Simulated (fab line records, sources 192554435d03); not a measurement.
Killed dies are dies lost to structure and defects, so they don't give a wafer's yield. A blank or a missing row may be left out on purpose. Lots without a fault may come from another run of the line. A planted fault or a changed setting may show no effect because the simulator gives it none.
A struck lot beside a sound one | flow n5_finfet | 16 steps out of a route of 1938
Sound: wafers L606.3, L606.5, L606.6. Struck: wafers L618.3, L618.5, L618.6. The cause comes at the end.
At each step with rows: each side's tool, then ch and its chambers, then its first start. Under that, the readings that differ: sound wafers | struck wafers | difference of the means | sigmas: that difference in standard deviations of wafers without a fault.
alike: readings whose means differ by less than 2 such deviations, and words and numbers that are the same on both sides. not compared: withheld readings, readings that some wafer has no value for, bounds like >300 that may hide the same value, and numbers for which the record gives no deviation and whose values overlap.
The two part at a step that has a row with sigmas, a row that says differs or no value, or rows on one side only. Numbers that don't overlap but have no deviation are shown without sigmas and don't part them. A reading that every wafer of one side lacks parts them only if that side has two wafers or more.

first, 2 steps without rows for these wafers: N5_BEOL_M4_SURFACE_TREAT_85; N5_BEOL_M4_CVD_47 (deposits Co from CCTBA/H2, target thk 3 nm, time 223.8 s).
N5_BEOL_M4_SPUTTER_48: material Cu, target thk 4.5 nm, time 8.29 s.
  sound on pvd_sputter-02, day 9 04:45; struck on pvd_sputter-03, day 12 12:44
  alike: chamber_pressure_pa, chuck_gas_flow_sccm, susceptor_temp_C, throttle_valve_pct
then, 1 step without rows for these wafers: N5_BEOL_M4_ANNEAL_49 (time 240 s).
N5_BEOL_M4_SPUTTER_79: material Cu, target thk 4.5 nm, time 8.29 s.
  sound on pvd_sputter-02, day 9 04:58; struck on pvd_sputter-03, day 12 12:57
  reading                | sound          | struck         | difference | sigmas
  throttle_valve_pct (%) | 31.6 30.7 31.7 | 28.7 29.1 28.7 | -2.5       | -2
  alike: chamber_pressure_pa, chuck_gas_flow_sccm, susceptor_temp_C
then, 2 steps without rows for these wafers: N5_BEOL_M4_ANNEAL_80 (time 240 s); N5_BEOL_M4_SPUTTER_81 (material Cu, target thk 4.5 nm, time 8.29 s).
N5_BEOL_M4_ANNEAL_82: time 240 s.
  sound on pvd_sputter-02, day 9 05:16; struck on pvd_sputter-03, day 12 13:15
  alike: heater_power_w, susceptor_temp_C
then, 1 step without rows for these wafers: N5_BEOL_M4_SPUTTER_86 (material Cu, target thk 4.5 nm, time 8.29 s).
N5_BEOL_M4_ANNEAL_87: time 240 s.
  sound on pvd_sputter-02, day 9 05:29; struck on pvd_sputter-03, day 12 13:28
  alike: heater_power_w, susceptor_temp_C
then, 2 steps without rows for these wafers: N5_BEOL_M4_SPUTTER_88 (material Cu, target thk 4.5 nm, time 8.29 s); N5_BEOL_M4_ANNEAL_89 (time 240 s).
N5_BEOL_M4_SPUTTER_90: material Cu, target thk 4.5 nm, time 8.29 s.
  sound on pvd_sputter-02, day 9 05:51; struck on pvd_sputter-03, day 12 13:50
  no value came back on the struck wafers for chamber_pressure_pa (Pa), chuck_gas_flow_sccm (sccm), susceptor_temp_C (C), throttle_valve_pct (%); on the sound wafers chamber_pressure_pa (Pa) reads 0.06999 0.07005 0.06971
N5_BEOL_M4_ANNEAL_91: time 240 s.
  sound on pvd_sputter-02, day 9 05:56; struck on pvd_sputter-03, day 12 13:55
  alike: heater_power_w, susceptor_temp_C
N5_BEOL_M4_RC_MEAS_101:
  sound on prober-01 ch 0, day 9 08:12; struck on prober-01 ch 0, day 12 15:54
  reading        | sound             | struck            | difference | sigmas
  IOFF_N (nA/um) | 0.183 0.205 0.173 | 0.109 0.114 0.142 | -0.065     | -2
  ION_N (uA/um)  | 696 697 681       | 660 660 679       | -25        | -2
  VT_N (mV)      | 247.0 243.6 248.7 | 255.1 252.4 250.7 | +6.3       | +2
  alike: DIBL_N, DIBL_P, IOFF_P, ION_P, SS_N, SS_P, VT_P
-- the record jumps here: 4 days lie between the struck wafers' starts before and after (it left off in module BEOL_M4 and takes up again in module PASSIVATION, whose first step shown is number 1936 of the route) --
N5_PASSIVATION_PROBE_49:
  sound on prober-02, day 13 10:24; struck on prober-02, day 16 20:52
  alike: defect_limited_yield, killed_at_M0_to_M3, killed_at_M4_up, killed_at_contacts, killed_at_front_end, killed_at_other, killed_dies, killed_open, killed_short, sort_bin_5_function, sort_bin_6_memory, sort_n_pass, sort_yield_pct

WHERE THEY PART
First at N5_BEOL_M4_SPUTTER_79; last, within this record, at N5_BEOL_M4_RC_MEAS_101. Later steps at which nothing parts them and some readings are alike: N5_PASSIVATION_PROBE_49.

WHY: what the simulator had put in
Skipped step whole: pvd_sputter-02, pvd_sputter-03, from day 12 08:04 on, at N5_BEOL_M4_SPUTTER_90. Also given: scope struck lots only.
